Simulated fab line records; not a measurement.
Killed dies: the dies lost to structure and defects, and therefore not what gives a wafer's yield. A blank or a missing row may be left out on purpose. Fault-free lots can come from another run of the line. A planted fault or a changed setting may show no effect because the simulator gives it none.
Split-lot experiment ; flow n5 finfet ; route with 1938 steps; 7 lots, 39 wafers read

## SPLIT DETAILS
At N5_SD_EPI_P_EPI_21 (deposits SiGe:B, time 355 s), the setting pressure torr was moved away from the recipe's 20 Torr on 36 of the 39 wafers read, by -19.5% to +12.2%. All remaining wafers had this setting at the recipe value.

## FROM THE SPLIT TO THE READING: what the file shows between them, 5 steps
- N5_SD_EPI_P_EPI_MEAS_23
- N5_SD_EPI_P_HM_STRIP_48: strips SiNx in H3PO4, material SiNx, target depth 3 nm
- N5_SD_EPI_P_SRD_49: time 30 s
- N5_SD_ACTIVATION_RTA_00: time 0 s
- N5_SD_ACTIVATION_LSA_01: time 0.0008 s

## THE READING
RS_SD_P, in ohm/sq, at N5_SD_ACTIVATION_RS_MEAS_03 (measures by four-point-probe). Typical for fault-free wafers on this fab line: 56.0 ohm/sq, with standard deviation 0.75 ohm/sq.

wafer;tool, chamber at the split;pressure torr as run, Torr;against the recipe;RS_SD_P, ohm/sq;against lot-mates on the recipe
L081.1;epi rpcvd-02, 0;17.01;-14.9%;62.7;no lot-mate on the recipe
L081.2;epi rpcvd-02, 0;17.01;-14.9%;62.6;no lot-mate on the recipe
L081.3;epi rpcvd-02, 0;17.01;-14.9%;62.6;no lot-mate on the recipe
L081.4;epi rpcvd-02, 0;17.01;-14.9%;62.6;no lot-mate on the recipe
L081.5;epi rpcvd-02, 0;17.01;-14.9%;62.7;no lot-mate on the recipe
L081.6;epi rpcvd-02, 0;17.01;-14.9%;62.5;no lot-mate on the recipe
L083.1;epi rpcvd-04, 0;21.51;+7.6%;51.9;no lot-mate on the recipe
L083.2;epi rpcvd-04, 0;21.51;+7.6%;52.7;no lot-mate on the recipe
L083.3;epi rpcvd-04, 0;21.51;+7.6%;52.5;no lot-mate on the recipe
L083.4;epi rpcvd-04, 0;21.51;+7.6%;52.8;no lot-mate on the recipe
L083.5;epi rpcvd-04, 0;21.51;+7.6%;52.4;no lot-mate on the recipe
L083.6;epi rpcvd-04, 0;21.51;+7.6%;52.2;no lot-mate on the recipe
L085.1;epi rpcvd-03, 0;21.72;+8.6%;52.8;no lot-mate on the recipe
L085.2;epi rpcvd-03, 0;21.72;+8.6%;52.8;no lot-mate on the recipe
L085.3;epi rpcvd-03, 0;21.72;+8.6%;53.0;no lot-mate on the recipe
L085.4;epi rpcvd-03, 0;21.72;+8.6%;52.4;no lot-mate on the recipe
L085.5;epi rpcvd-03, 0;21.72;+8.6%;53.2;no lot-mate on the recipe
L085.6;epi rpcvd-03, 0;21.72;+8.6%;53.9;no lot-mate on the recipe
L088.1;epi rpcvd-02, 0;20;recipe;55.9;-
L088.2;epi rpcvd-02, 0;20;recipe;55.3;-
L088.5;epi rpcvd-02, 0;20;recipe;56.0;-
L093.1;epi rpcvd-02, 0;22.44;+12.2%;52.7;no lot-mate on the recipe
L093.2;epi rpcvd-02, 0;22.44;+12.2%;51.6;no lot-mate on the recipe
L093.3;epi rpcvd-02, 0;22.44;+12.2%;52.3;no lot-mate on the recipe
L093.4;epi rpcvd-02, 0;22.44;+12.2%;52.7;no lot-mate on the recipe
L093.5;epi rpcvd-02, 0;22.44;+12.2%;52.3;no lot-mate on the recipe
L093.6;epi rpcvd-02, 0;22.44;+12.2%;52.6;no lot-mate on the recipe
L096.1;epi rpcvd-02, 0;16.1;-19.5%;64.9;no lot-mate on the recipe
L096.2;epi rpcvd-02, 0;16.1;-19.5%;64.9;no lot-mate on the recipe
L096.3;epi rpcvd-02, 0;16.1;-19.5%;65.2;no lot-mate on the recipe
L096.4;epi rpcvd-02, 0;16.1;-19.5%;64.6;no lot-mate on the recipe
L096.5;epi rpcvd-02, 0;16.1;-19.5%;65.1;no lot-mate on the recipe
L096.6;epi rpcvd-02, 0;16.1;-19.5%;65.0;no lot-mate on the recipe
L097.1;epi rpcvd-02, 0;22.01;+10.1%;51.7;no lot-mate on the recipe
L097.2;epi rpcvd-02, 0;22.01;+10.1%;52.9;no lot-mate on the recipe
L097.3;epi rpcvd-02, 0;22.01;+10.1%;52.2;no lot-mate on the recipe
L097.4;epi rpcvd-02, 0;22.01;+10.1%;51.9;no lot-mate on the recipe
L097.5;epi rpcvd-02, 0;22.01;+10.1%;52.3;no lot-mate on the recipe
L097.6;epi rpcvd-02, 0;22.01;+10.1%;52.9;no lot-mate on the recipe

THE FIT
A straight line over all 39 wafers: RS_SD_P changes by -0.416 ohm/sq for each +1% of pressure torr; r = -0.99; the points scatter about the line by 0.69 ohm/sq.
Too few moved wafers with a lot-mate on the recipe to fit a line net of each lot's own level.

## THE WHOLE CHAIN: every reading that the file lists as answering this split, in the file's order
step;what it does;reading;change (the file's fit);r (the file's)
N5_SD_EPI_P_EPI_21;deposits SiGe:B, time 355 s;SiGe-B_of_SD_EPI_P_EPI_21.thk nm (the simulator's own value, which no gauge read);+0.241 nm for each +1% of the setting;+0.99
N5_SD_EPI_P_EPI_MEAS_23;;thk nm;withheld for each +1% of the setting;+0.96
N5_SD_ACTIVATION_RS_MEAS_03;measures by four-point-probe;RS_SD_P;-0.416 for each +1% of the setting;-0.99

## FILE'S OWN FIT
RS_SD_P changes by -0.416 ohm/sq for each +1% of pressure torr, r = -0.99.
